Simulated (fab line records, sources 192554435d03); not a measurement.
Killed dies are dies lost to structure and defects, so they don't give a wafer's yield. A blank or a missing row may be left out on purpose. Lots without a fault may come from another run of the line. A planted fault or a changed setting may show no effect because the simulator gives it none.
Which tool did it? | flow n5_finfet | 15 lots, 45 wafers sampled, at 1 step of a route of 1938

WHAT THE GAUGES READ, wafer by wafer
N5_DUMMY_GATE_OVL_MEAS_16.
lot  | measured    | on         | GATE_OVL (nm)
L526 | day 3 03:26 | overlay-02 | 1.1 2.5 0.6
L527 | day 3 14:10 | overlay-02 | 0.7 0.0 -0.2
L528 | day 3 17:02 | overlay-02 | -0.9 0.2 -0.3
L531 | day 4 11:11 | overlay-01 | 1.5 0.8 1.0
L536 | day 5 23:41 | overlay-02 | 1.1 0.4 0.2
L537 | day 5 23:43 | overlay-01 | 0.6 0.4 0.7
L539 | day 6 10:23 | overlay-02 | -1.3 -1.2 -0.7
L540 | day 6 16:25 | overlay-02 | 0.7 0.2 0.2
L541 | day 7 01:24 | overlay-01 | 0.6 0.5 0.5
L542 | day 7 04:11 | overlay-01 | 1.2 2.0 1.7
L543 | day 7 13:46 | overlay-02 | -0.3 -0.4 -0.7
L544 | day 7 17:07 | overlay-01 | 0.0 -0.2 0.0
L545 | day 7 21:49 | overlay-01 | 0.6 0.4 -0.6
L547 | day 8 11:27 | overlay-02 | 0.1 -1.4 -0.2
L548 | day 8 16:00 | overlay-02 | 0.5 -0.4 -0.4

WHICH TOOL RAN EACH LOT (tool, then ch and the chambers of the sampled wafers, then the start)
The record holds no process step before these readings.

WHAT THE TOOLS THEMSELVES READ (means of the sampled wafers that have a number; where no wafer has one, the mark that the record gives instead)
The record holds no such reading with a usual standard deviation.

THE ANSWER, worked out from the rows above alone
Rule: what is usual is taken from the lots themselves. Put in order of their means at a reading, lots are off if they are a third of the lots or fewer, leave a main group of 4 or more, and stand apart from it by a gap of 3 or more times the standard deviation of the main group's means; of several such gaps the widest counts. A main group whose means are all the same, to the digits that the tables above print for the reading, isn't used. A lot without any number at a reading at which 4 lots or more have one is off too. The other lots that the step has rows for count as sound. The gauges are gone through in route order, then the tools' own readings, and for those a lot's mean is taken as printed above. The first step at which some lot is off is used, and at that step the reading that is off furthest; a lot without a number counts as furthest.
No lot is off at any reading shown: from this, nothing can be told.

WHAT THE SIMULATOR HAD PUT IN
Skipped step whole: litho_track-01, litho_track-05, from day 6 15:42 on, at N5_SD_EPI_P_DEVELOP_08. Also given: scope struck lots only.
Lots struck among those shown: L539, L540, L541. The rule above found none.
